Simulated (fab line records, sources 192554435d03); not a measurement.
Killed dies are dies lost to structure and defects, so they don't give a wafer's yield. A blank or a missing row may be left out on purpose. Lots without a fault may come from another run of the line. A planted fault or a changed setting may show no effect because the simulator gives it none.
A struck lot beside a sound one | flow n5_finfet | 16 steps out of a route of 1938
Sound: wafers L722.1, L722.2, L722.6. Struck: wafers L732.2, L732.5. (L732.6 of the same lot was not struck and is left out.) The cause comes at the end.
At each step with rows: each side's tool, then ch and its chambers, then its first start. Under that, the readings that differ: sound wafers | struck wafers | difference of the means | sigmas: that difference in standard deviations of wafers without a fault.
alike: readings whose means differ by less than 2 such deviations, and words and numbers that are the same on both sides. not compared: withheld readings, readings that some wafer has no value for, bounds like >300 that may hide the same value, and numbers for which the record gives no deviation and whose values overlap.
The two part at a step that has a row with sigmas, a row that says differs or no value, or rows on one side only. Numbers that don't overlap but have no deviation are shown without sigmas and don't part them. A reading that every wafer of one side lacks parts them only if that side has two wafers or more.

first, 8 steps without rows for these wafers: N5_SDB_COAT_03 (time 60 s, resist thk 100 nm); N5_SDB_COAT_04 (time 60 s, resist thk 18 nm); N5_SDB_COAT_05 (resist thk 90 nm); N5_SDB_EBR_07; N5_SDB_SOFTBAKE_06 (time 60 s); N5_SDB_EXPOSE_08 (exposes mask SDB); N5_SDB_PEB_09 (peb time 60 s); N5_SDB_DEVELOP_10 (develop time 30 s).
N5_SDB_CD_MEAS_11: target cd 50 nm.
  sound on cd_sem-01 ch 0, day 4 07:19; struck on cd_sem-01 ch 0, day 6 22:03
  alike: cd_nm
N5_SDB_OVL_MEAS_12:
  sound on overlay-02 ch 0, day 4 07:20; struck on overlay-01 ch 0, day 6 22:05
  reading      | sound          | struck  | difference | sigmas
  SDB_OVL (nm) | -1.2 -1.5 -0.6 | 1.0 0.0 | +1.6       | +2
N5_SDB_INSPECT_13: inspects for defects (brightfield).
  sound on defect_inspect-02, day 4 07:22; struck on defect_inspect-02, day 6 22:07
  alike: raw_defect_count
N5_SDB_DESCUM_16: chemistry O2, time 7.9 s.
  sound on rie_diel-01 ch 1,3, day 4 07:24; struck on rie_diel-01 ch 1,3, day 6 22:08
  alike: drypump_motor_current_A, oes_product_au, rf_vpp_V, showerhead_plenum_p_Torr, throttle_valve_pct
  not compared: rf_hours_counter_h
N5_SDB_ETCH_17: etches SiARC in CF4, target depth 23.4 nm, time 39 s.
  sound on rie_diel-01 ch 1,3, day 4 07:26; struck on rie_diel-01 ch 1,3, day 6 22:11
  reading               | sound          | struck    | difference | sigmas
  etch_rf_on_time_s (s) | 38.6 39.9 39.4 | 29.9 28.8 | -9.9       | -8
  alike: cf4_flow_sccm, drypump_motor_current_A, oes_product_au, rf_vpp_V, showerhead_plenum_p_Torr, throttle_valve_pct
  not compared: rf_hours_counter_h
N5_SDB_ETCH_18: etches SOC in N2/H2, target depth 100 nm, overetch 20 nm, time 150 s.
  sound on rie_diel-01 ch 1,3, day 4 07:28; struck on rie_diel-01 ch 1,3, day 6 22:13
  alike: drypump_motor_current_A, oes_product_au, rf_vpp_V, showerhead_plenum_p_Torr, throttle_valve_pct
  not compared: rf_hours_counter_h
-- the record jumps here: 5 days lie between the struck wafers' starts before and after (it left off in module SDB and takes up again in module BEOL_M4, whose first step shown is number 1111 of the route) --
N5_BEOL_M4_RC_MEAS_101:
  sound on prober-02 ch 0, day 8 11:33; struck on prober-02 ch 0, day 11 13:23
  alike: DIBL_N, DIBL_P, IOFF_N, IOFF_P, ION_N, ION_P, SS_N, SS_P, VT_N, VT_P
N5_PASSIVATION_PROBE_49:
  the record has rows for the sound wafers here (prober-01, day 13 15:24) and none for the struck ones

WHERE THEY PART
First at N5_SDB_OVL_MEAS_12; last, within this record, at N5_PASSIVATION_PROBE_49.

WHY: what the simulator had put in
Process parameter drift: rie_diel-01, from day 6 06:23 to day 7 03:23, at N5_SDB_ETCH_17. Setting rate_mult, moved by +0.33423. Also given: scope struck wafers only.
